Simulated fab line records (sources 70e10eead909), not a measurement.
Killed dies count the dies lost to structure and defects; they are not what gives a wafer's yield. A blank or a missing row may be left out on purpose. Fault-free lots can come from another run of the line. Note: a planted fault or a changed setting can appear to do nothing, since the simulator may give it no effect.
Comparing a struck lot with a sound one / flow nand_harc / 43 out of 1159 route steps
Sound: wafers L730.1, L730.3, L730.4. Struck: wafer L732.1. (L732.4, L732.5 of the same lot were not struck and are left out.) The cause comes at the end.
Order at every step that has rows: each side's tool, ch and its chambers, its first start. Under that, the readings that differ: sound wafers / struck wafers / difference of the means / sigmas: that difference in standard deviations of wafers without a fault.
alike: words and numbers the same on both sides, and readings whose means are apart by under 2 such deviations; not compared: readings that were withheld, readings missing a value for some wafer, numbers with overlapping values and no deviation given by the record, and bounds like >300 which may hide the same value.
Wherever a step has rows on one side only, a row that says differs or no value, or a row with sigmas, the two part there. Non-overlapping numbers with no deviation appear without sigmas and do not part them. A reading that every wafer of one side lacks parts them only if that side has two wafers or more.

first, 7 steps without rows for these wafers: NHARC_A_CONTACT_COAT_62 (time 65 s); NHARC_A_CONTACT_COAT_63 (resist thk 90 nm); NHARC_A_CONTACT_SOFTBAKE_64 (time 55 s); NHARC_A_CONTACT_EBR_65; NHARC_A_CONTACT_EXPOSE_66 (exposes mask A CC 2); NHARC_A_CONTACT_PEB_67 (peb time 65 s); NHARC_A_CONTACT_DEVELOP_68 (develop time 35 s).
NHARC_A_CONTACT_CD_MEAS_69: target cd 200 nm.
  sound on cd_sem-01 ch 0, day 16 20:08; struck on cd_sem-01 ch 0, day 18 05:30
reading=cd_nm (nm); sound=199.0 199.5 199.4; struck=200.9; difference=+1.6; sigmas=+3
NHARC_A_CONTACT_OVL_MEAS_70:
  sound on overlay-02 at day 16 20:13; struck on overlay-02 at day 18 05:36
  alike: overlay_x_nm, overlay_y_nm
NHARC_A_CONTACT_INSPECT_71:
  sound on defect_inspect-01 at day 16 20:15; struck on defect_inspect-01 at day 18 05:38
  alike: raw_defect_count
then, 2 steps without rows for these wafers: NHARC_A_CONTACT_DESCUM_74 (chemistry O2, time 3 s); NHARC_A_CONTACT_ETCH_75 (etches the open film in CF4, target depth 39 nm, time 65 s).
NHARC_A_CONTACT_ETCH_76: etches the open film in N2/H2, target depth 260 nm, time 475.3 s.
  sound on rie_diel-07 ch 0,1,3, day 16 20:39; struck on rie_diel-05 ch 0, day 18 06:17
reading=rf_hours_counter_h (h); sound=50 46 49; struck=14; difference=-34; sigmas=
reading=throttle_valve_pct (%); sound=14.171 14.168 14.158; struck=14.186; difference=+0.020; sigmas=+2
  alike: drypump_motor_current_A, n2_flow_sccm, oes_product_au, rf_vpp_V, showerhead_plenum_p_Torr
then, 4 steps without rows for these wafers: NHARC_A_CONTACT_ETCH_77 (etches the open film in CF4/CHF3, target depth 72.6 nm, time 36.3 s); NHARC_A_CONTACT_ETCH_78 (etches the open film in O2/COS, target depth 2800 nm, time 728 s); NHARC_A_CONTACT_ETCH_124 (etches the open film in C4F8/O2/Ar, time 140 s, target depth 700 nm); NHARC_A_CONTACT_ETCH_125 (etches the open film in C4F8/O2/Ar, time 155 s, target depth 956 nm).
NHARC_A_CONTACT_ETCH_126: etches the open film in C4F8/O2/Ar, time 155 s, target depth 956 nm.
  sound on har_cap_etch-03 ch 0,1, day 16 21:59; struck on har_cap_etch-02 ch 0, day 18 07:33
  not compared: rf_hours_counter_h
then, 1 step without rows for these wafers: NHARC_A_CONTACT_ETCH_127 (etches the open film in C4F8/O2/Ar, time 155 s, target depth 956 nm).
NHARC_A_CONTACT_ETCH_128: etches the open film in C4F8/O2/Ar, time 155 s, target depth 956 nm.
  sound on har_cap_etch-03 ch 0,1, day 16 22:16; struck on har_cap_etch-02 ch 0, day 18 07:50
  not compared: rf_hours_counter_h
then, 2 steps without rows for these wafers: NHARC_A_CONTACT_ETCH_129 (etches the open film in C4F8/O2/Ar, time 155 s, target depth 956 nm); NHARC_A_CONTACT_ETCH_130 (etches the open film in C4F8/O2/Ar, time 155 s, target depth 956 nm).
NHARC_A_CONTACT_ETCH_131: etches the open film in C4F8/O2/Ar, time 155 s, target depth 956 nm.
  sound on har_cap_etch-03 ch 0,1, day 16 22:41; struck on har_cap_etch-02 ch 0, day 18 08:16
  not compared: rf_hours_counter_h
NHARC_A_CONTACT_ETCH_132: etches the open film in C4F8/O2/Ar, time 156 s, target depth 958 nm.
  sound on har_cap_etch-03 ch 0,1, day 16 22:50; struck on har_cap_etch-02 ch 0, day 18 08:24
  not compared: rf_hours_counter_h
then, 1 step without rows for these wafers: NHARC_A_CONTACT_ETCH_133 (etches the open film in C4F8/O2/Ar, time 195 s, target depth 840 nm).
NHARC_A_CONTACT_ETCH_91: etches the open film in CH3F/O2, target depth 40 nm, time 85.7 s.
  sound on rie_diel-07 ch 0,2,3, day 16 23:32; struck on rie_diel-05 ch 1, day 18 09:09
reading=drypump_motor_current_A (A); sound=5.9 6.3 5.8; struck=5.2; difference=-0.8; sigmas=-2
reading=rf_hours_counter_h (h); sound=46 50 47; struck=15; difference=-33; sigmas=
reading=throttle_valve_pct (%); sound=20.640 20.669 20.662; struck=20.676; difference=+0.019; sigmas=+2
  alike: oes_product_au, rf_vpp_V, showerhead_plenum_p_Torr
then, 1 step without rows for these wafers: NHARC_A_CONTACT_ETCH_97 (etches the open film in C4F6/O2, target depth 20 nm, time 10 s).
NHARC_A_CONTACT_CD_MEAS_80:
  sound on cd_sem-03 at day 16 23:46; struck on cd_sem-02 at day 18 09:20
  alike: cd_nm
then, 14 steps without rows for these wafers: NHARC_A_CONTACT_STRIP_103 (strips in N2/H2); NHARC_A_CONTACT_STRIP_104 (strips in CF4/CHF3); NHARC_A_CONTACT_STRIP_105 (strips in O2/COS); NHARC_A_CONTACT_ETCH_106 (etches the open film in CF4/O2, target depth 60 nm, overetch 6 nm, time 33 s); NHARC_A_CONTACT_STRIP_82 (strips in O2); NHARC_A_CONTACT_STRIP_83 (strips in post etch residue remover, time 600 s); NHARC_A_CONTACT_DEP_84 (deposits aC, target thk 2000 nm); NHARC_A_CONTACT_DEP_85 (deposits SiON, target thk 50 nm); NHARC_A_CONTACT_DEHYDRATE_00 (time 120 s); NHARC_A_CONTACT_HMDS_01 (time 30 s); NHARC_A_CONTACT_COAT_86 (time 75 s); NHARC_A_CONTACT_COAT_87 (time 65 s); NHARC_A_CONTACT_COAT_02 (resist thk 90 nm); NHARC_A_CONTACT_SOFTBAKE_03 (time 55 s).
-- break in the record here, with 3 days between the starts of the struck wafers on either side (left off in module A_CONTACT, picked up again in module END, where the first step shown is number 1159 on the route) --
NHARC_END_SORT_01:
  at this point the record logs the struck wafers (prober-01 ch 0, day 20 22:23) and has no rows for the sound ones

WHERE THEY PART
Last at NHARC_END_SORT_01 as far as this record goes, first at NHARC_A_CONTACT_CD_MEAS_69.

WHY: whatever the simulator had introduced
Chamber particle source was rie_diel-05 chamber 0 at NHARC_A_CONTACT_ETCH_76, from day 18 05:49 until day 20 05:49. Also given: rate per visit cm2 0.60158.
